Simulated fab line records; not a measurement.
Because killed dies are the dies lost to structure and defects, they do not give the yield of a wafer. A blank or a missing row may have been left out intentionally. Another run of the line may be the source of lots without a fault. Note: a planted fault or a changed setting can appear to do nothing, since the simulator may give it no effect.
Which tool was responsible? / flow n5_finfet / 11 lots, 33 wafers sampled, at 5 steps of a route of 1938

## WHAT EACH GAUGE READ, for each wafer
N5_FIN_SAQP_INSPECT_40: inspects for defects (brightfield). Usual: 230 for raw_defect_count, sd 71.
lot=L313; measured=day 2 03:05; on=defect_inspect-02; raw_defect_count=162 227 175; flag=
lot=L314; measured=day 2 12:50; on=defect_inspect-02; raw_defect_count=285 202 288; flag=
lot=L315; measured=day 2 15:15; on=defect_inspect-01; raw_defect_count=157 236 235; flag=
lot=L317; measured=day 3 01:47; on=defect_inspect-02; raw_defect_count=199 304 142; flag=
lot=L319; measured=day 3 14:09; on=defect_inspect-02; raw_defect_count=172 183 226; flag=
lot=L324; measured=day 4 23:37; on=defect_inspect-02; raw_defect_count=191 251 180; flag=
lot=L325; measured=day 5 06:33; on=defect_inspect-01; raw_defect_count=189 287 321; flag=
lot=L326; measured=day 5 10:23; on=defect_inspect-02; raw_defect_count=285 286 302; flag=
lot=L331; measured=day 6 14:13; on=defect_inspect-02; raw_defect_count=238 263 258; flag=
lot=L332; measured=day 6 21:13; on=defect_inspect-01; raw_defect_count=167 217 253; flag=
lot=L334; measured=day 7 09:34; on=defect_inspect-01; raw_defect_count=230 252 150; flag=

N5_FIN_CUT_OVL_MEAS_09. Usual: FIN_CUT_OVL gives -0.1 nm (standard deviation 0.77).
lot=L313; measured=day 2 03:31; on=overlay-02; FIN_CUT_OVL (nm)=-1.3 -1.2 -0.3; flag=
lot=L314; measured=day 2 13:11; on=overlay-02; FIN_CUT_OVL (nm)=-0.8 -1.3 0.2; flag=
lot=L315; measured=day 2 15:38; on=overlay-02; FIN_CUT_OVL (nm)=-0.5 1.0 1.6; flag=
lot=L317; measured=day 3 02:14; on=overlay-02; FIN_CUT_OVL (nm)=1.0 0.4 0.3; flag=
lot=L319; measured=day 3 14:37; on=overlay-01; FIN_CUT_OVL (nm)=-1.0 0.1 -0.8; flag=
lot=L324; measured=day 4 23:57; on=overlay-01; FIN_CUT_OVL (nm)=0.5 0.0 0.0; flag=
lot=L325; measured=day 5 06:53; on=overlay-02; FIN_CUT_OVL (nm)=0.4 0.4 0.7; flag=
lot=L326; measured=day 5 10:43; on=overlay-01; FIN_CUT_OVL (nm)=-0.3 0.2 -0.4; flag=
lot=L331; measured=day 6 14:33; on=overlay-01; FIN_CUT_OVL (nm)=-0.7 -0.9 0.3; flag=
lot=L332; measured=day 6 21:41; on=overlay-01; FIN_CUT_OVL (nm)=0.9 0.9 0.3; flag=
lot=L334; measured=day 7 10:01; on=overlay-02; FIN_CUT_OVL (nm)=-0.6 -1.2 -0.2; flag=

N5_FIN_CUT_INSPECT_10: inspects for defects (brightfield). Usual: 41 for raw_defect_count, sd 13.
lot=L313; measured=day 2 03:35; on=defect_inspect-01; raw_defect_count=24 44 29; flag=
lot=L314; measured=day 2 13:14; on=defect_inspect-01; raw_defect_count=39 37 45; flag=
lot=L315; measured=day 2 15:42; on=defect_inspect-02; raw_defect_count=29 44 42; flag=
lot=L317; measured=day 3 02:18; on=defect_inspect-02; raw_defect_count=30 58 21; flag=
lot=L319; measured=day 3 14:40; on=defect_inspect-02; raw_defect_count=40 43 39; flag=
lot=L324; measured=day 5 00:00; on=defect_inspect-01; raw_defect_count=45 41 41; flag=
lot=L325; measured=day 5 06:56; on=defect_inspect-01; raw_defect_count=31 38 53; flag=
lot=L326; measured=day 5 10:47; on=defect_inspect-01; raw_defect_count=67 45 43; flag=
lot=L331; measured=day 6 14:37; on=defect_inspect-02; raw_defect_count=33 31 41; flag=
lot=L332; measured=day 6 21:44; on=defect_inspect-01; raw_defect_count=28 40 40; flag=
lot=L334; measured=day 7 10:05; on=defect_inspect-02; raw_defect_count=48 44 30; flag=

N5_BEOL_M4_RC_MEAS_101. Usual: DIBL_N 36.3 mV/V, standard deviation 1.9; DIBL_P 36.0 mV/V, standard deviation 2.1; IOFF_N 0.16 nA/um, standard deviation 0.031; IOFF_P 0.21 nA/um, standard deviation 0.035; ION_N 675 uA/um, standard deviation 14; ION_P 464 uA/um, standard deviation 8.5; SS_N 71.5 mV/dec, standard deviation 0.6; SS_P 73.3 mV/dec, standard deviation 0.72; VT_N 250 mV, standard deviation 3.2; VT_P -250 mV, standard deviation 3.1.
lot=L313; measured=day 7 18:26; on=prober-02; DIBL_N (mV/V)=37.9 38.2 37.5; DIBL_P (mV/V)=38.3 39.7 38.2; IOFF_N (nA/um)=0.19 0.21 0.19; IOFF_P (nA/um)=0.27 0.31 0.27; ION_N (uA/um)=683 705 688; ION_P (uA/um)=472 484 470; SS_N (mV/dec)=71.8 71.7 71.7; SS_P (mV/dec)=74.1 74.4 74.0; VT_N (mV)=247 245 245; VT_P (mV)=-245 -244 -246; flag=
lot=L314; measured=day 8 05:31; on=prober-02; DIBL_N (mV/V)=33.9 36.2 35.7; DIBL_P (mV/V)=34.2 36.9 35.3; IOFF_N (nA/um)=0.12 0.16 0.14; IOFF_P (nA/um)=0.18 0.23 0.21; ION_N (uA/um)=658 668 656; ION_P (uA/um)=458 462 454; SS_N (mV/dec)=71.0 71.5 70.8; SS_P (mV/dec)=72.4 73.3 72.4; VT_N (mV)=252 250 252; VT_P (mV)=-251 -248 -249; flag=
lot=L315; measured=day 8 06:11; on=prober-01; DIBL_N (mV/V)=33.5 37.7 34.6; DIBL_P (mV/V)=31.3 36.1 32.5; IOFF_N (nA/um)=0.11 0.17 0.13; IOFF_P (nA/um)=0.14 0.20 0.15; ION_N (uA/um)=649 662 664; ION_P (uA/um)=443 455 452; SS_N (mV/dec)=70.3 72.0 71.9; SS_P (mV/dec)=72.5 73.5 72.4; VT_N (mV)=254 253 253; VT_P (mV)=-258 -252 -256; flag=
lot=L317; measured=day 8 18:02; on=prober-02; DIBL_N (mV/V)=36.8 35.1 34.9; DIBL_P (mV/V)=36.4 34.4 34.6; IOFF_N (nA/um)=0.15 0.13 0.13; IOFF_P (nA/um)=0.20 0.18 0.18; ION_N (uA/um)=654 664 668; ION_P (uA/um)=452 455 459; SS_N (mV/dec)=72.1 70.7 71.4; SS_P (mV/dec)=73.0 72.6 73.1; VT_N (mV)=254 253 253; VT_P (mV)=-254 -253 -253; flag=
lot=L319; measured=day 9 06:25; on=prober-02; DIBL_N (mV/V)=39.9 38.3 37.1; DIBL_P (mV/V)=40.2 37.8 35.9; IOFF_N (nA/um)=0.22 0.18 0.17; IOFF_P (nA/um)=0.26 0.23 0.21; ION_N (uA/um)=692 689 701; ION_P (uA/um)=471 473 477; SS_N (mV/dec)=72.2 71.7 71.5; SS_P (mV/dec)=75.1 73.6 74.6; VT_N (mV)=247 247 246; VT_P (mV)=-246 -246 -248; flag=
lot=L324; measured=day 13 07:37; on=prober-01; DIBL_N (mV/V)=38.0 39.8 36.5; DIBL_P (mV/V)=36.9 38.6 34.7; IOFF_N (nA/um)=0.18 0.22 0.15; IOFF_P (nA/um)=0.25 0.28 0.21; ION_N (uA/um)=688 686 667; ION_P (uA/um)=464 470 458; SS_N (mV/dec)=71.5 72.1 71.7; SS_P (mV/dec)=73.6 74.4 72.7; VT_N (mV)=248 247 251; VT_P (mV)=-250 -246 -250; flag=
lot=L325; measured=day 14 14:58; on=prober-01; DIBL_N (mV/V)=36.0 35.6 36.2; DIBL_P (mV/V)=36.1 35.3 35.1; IOFF_N (nA/um)=0.17 0.16 0.17; IOFF_P (nA/um)=0.25 0.23 0.22; ION_N (uA/um)=686 681 678; ION_P (uA/um)=473 468 467; SS_N (mV/dec)=71.2 71.7 71.7; SS_P (mV/dec)=72.8 72.9 73.2; VT_N (mV)=246 247 247; VT_P (mV)=-243 -249 -248; flag=
lot=L326; measured=day 14 08:04; on=prober-02; DIBL_N (mV/V)=37.1 37.9 36.8; DIBL_P (mV/V)=36.4 38.7 35.7; IOFF_N (nA/um)=0.16 0.19 0.15; IOFF_P (nA/um)=0.20 0.26 0.21; ION_N (uA/um)=672 674 676; ION_P (uA/um)=461 468 469; SS_N (mV/dec)=72.1 71.9 71.6; SS_P (mV/dec)=73.9 74.0 73.9; VT_N (mV)=255 250 251; VT_P (mV)=-252 -248 -250; flag=
lot=L331; measured=day 13 19:43; on=prober-02; DIBL_N (mV/V)=37.5 39.9 40.5; DIBL_P (mV/V)=35.8 38.6 39.5; IOFF_N (nA/um)=0.16 0.21 0.24; IOFF_P (nA/um)=0.21 0.25 0.27; ION_N (uA/um)=694 683 715; ION_P (uA/um)=471 462 481; SS_N (mV/dec)=71.5 72.6 72.2; SS_P (mV/dec)=74.1 74.0 74.0; VT_N (mV)=249 245 244; VT_P (mV)=-249 -247 -245; flag=
lot=L332; measured=day 14 09:01; on=prober-01; DIBL_N (mV/V)=36.4 36.8 36.2; DIBL_P (mV/V)=36.4 38.3 37.6; IOFF_N (nA/um)=0.18 0.19 0.18; IOFF_P (nA/um)=0.21 0.24 0.25; ION_N (uA/um)=668 685 681; ION_P (uA/um)=460 466 469; SS_N (mV/dec)=72.1 71.9 71.6; SS_P (mV/dec)=73.0 74.0 74.3; VT_N (mV)=249 247 246; VT_P (mV)=-249 -248 -246; flag=
lot=L334; measured=day 13 00:07; on=prober-02; DIBL_N (mV/V)=38.4 35.6 38.0; DIBL_P (mV/V)=36.3 34.7 37.4; IOFF_N (nA/um)=0.17 0.12 0.16; IOFF_P (nA/um)=0.21 0.19 0.22; ION_N (uA/um)=663 668 676; ION_P (uA/um)=453 464 460; SS_N (mV/dec)=72.6 71.1 72.0; SS_P (mV/dec)=73.2 73.2 74.0; VT_N (mV)=250 252 248; VT_P (mV)=-250 -251 -246; flag=

## WHICH TOOL RAN EACH LOT (tool, then ch and the chambers of the sampled wafers, then the start)
lot=L313; N5_STI_FIN_REVEAL_ALD_14=ald_sin-03 ch 0,3, day 2 04:58
lot=L314; N5_STI_FIN_REVEAL_ALD_14=ald_sin-04 ch 0,2, day 2 14:29
lot=L315; N5_STI_FIN_REVEAL_ALD_14=ald_sin-01 ch 0,3, day 2 16:59
lot=L317; N5_STI_FIN_REVEAL_ALD_14=ald_sin-03 ch 1,2,3, day 3 03:20
lot=L319; N5_STI_FIN_REVEAL_ALD_14=ald_sin-03 ch 0,2,3, day 3 15:42
lot=L324; N5_STI_FIN_REVEAL_ALD_14=ald_sin-01 ch 1,2,3, day 5 01:10
lot=L325; N5_STI_FIN_REVEAL_ALD_14=ald_sin-01 ch 1,2,3, day 5 07:58
lot=L326; N5_STI_FIN_REVEAL_ALD_14=ald_sin-03 ch 0,2,3, day 5 12:10
lot=L331; N5_STI_FIN_REVEAL_ALD_14=ald_sin-03 ch 0,2,3, day 6 16:37
lot=L332; N5_STI_FIN_REVEAL_ALD_14=ald_sin-03 ch 0,1,2, day 6 22:46
lot=L334; N5_STI_FIN_REVEAL_ALD_14=ald_sin-03 ch 0,1,2, day 7 11:11
- N5_STI_FIN_REVEAL_ALD_14: deposits Si3N4, target thk 3 nm.

## AS READ BY THE TOOLS THEMSELVES (means over the sampled wafers that have a number; for cases with no such wafer, the mark the record gives instead)
N5_STI_FIN_REVEAL_ALD_14. Usual: chamber_pressure_Torr 2.000 Torr, standard deviation 0.0045; heater_power_outer_w 523 W, standard deviation 53; heater_power_w 837 W, standard deviation 84.
lot=L313; tool=ald_sin-03; chamber_pressure_Torr (Torr)=2.000; heater_power_outer_w (W)=561; heater_power_w (W)=855; flag=
lot=L314; tool=ald_sin-04; chamber_pressure_Torr (Torr)=1.998; heater_power_outer_w (W)=546; heater_power_w (W)=889; flag=
lot=L315; tool=ald_sin-01; chamber_pressure_Torr (Torr)=2.002; heater_power_outer_w (W)=560; heater_power_w (W)=894; flag=
lot=L317; tool=ald_sin-03; chamber_pressure_Torr (Torr)=1.999; heater_power_outer_w (W)=489; heater_power_w (W)=773; flag=
lot=L319; tool=ald_sin-03; chamber_pressure_Torr (Torr)=2.000; heater_power_outer_w (W)=536; heater_power_w (W)=818; flag=
lot=L324; tool=ald_sin-01; chamber_pressure_Torr (Torr)=-; heater_power_outer_w (W)=-; heater_power_w (W)=-; flag=OFF
lot=L325; tool=ald_sin-01; chamber_pressure_Torr (Torr)=-; heater_power_outer_w (W)=-; heater_power_w (W)=-; flag=OFF
lot=L326; tool=ald_sin-03; chamber_pressure_Torr (Torr)=-; heater_power_outer_w (W)=-; heater_power_w (W)=-; flag=OFF
lot=L331; tool=ald_sin-03; chamber_pressure_Torr (Torr)=2.004; heater_power_outer_w (W)=536; heater_power_w (W)=797; flag=
lot=L332; tool=ald_sin-03; chamber_pressure_Torr (Torr)=2.001; heater_power_outer_w (W)=496; heater_power_w (W)=780; flag=
lot=L334; tool=ald_sin-03; chamber_pressure_Torr (Torr)=2.001; heater_power_outer_w (W)=496; heater_power_w (W)=777; flag=

## THE ANSWER, worked out from the rows above alone
Rule: take the mean of a lot's wafers that have a number; if it is more than 3 standard deviations from the usual mean, the lot is off. Also off: a lot with no number at a reading for which 4 or more lots have one. Where the step has rows for the other lots, those lots are counted as sound. First the gauges in route order, then the tools' own readings, where a lot's mean is used as printed above. At the first step where some lot is off, the reading lying furthest off is the one used; lots without a number count as furthest.
Off: L324, L325, L326 (N5_STI_FIN_REVEAL_ALD_14, chamber_pressure_Torr). Without a number there: L324, L325, L326.
If a tool, at that step or one of the process steps before it, ran each lot that is off and ran no sound lot following the first of them, it fits. Of those tried, none fits.

## WHAT HAD BEEN PUT IN BY THE SIMULATOR
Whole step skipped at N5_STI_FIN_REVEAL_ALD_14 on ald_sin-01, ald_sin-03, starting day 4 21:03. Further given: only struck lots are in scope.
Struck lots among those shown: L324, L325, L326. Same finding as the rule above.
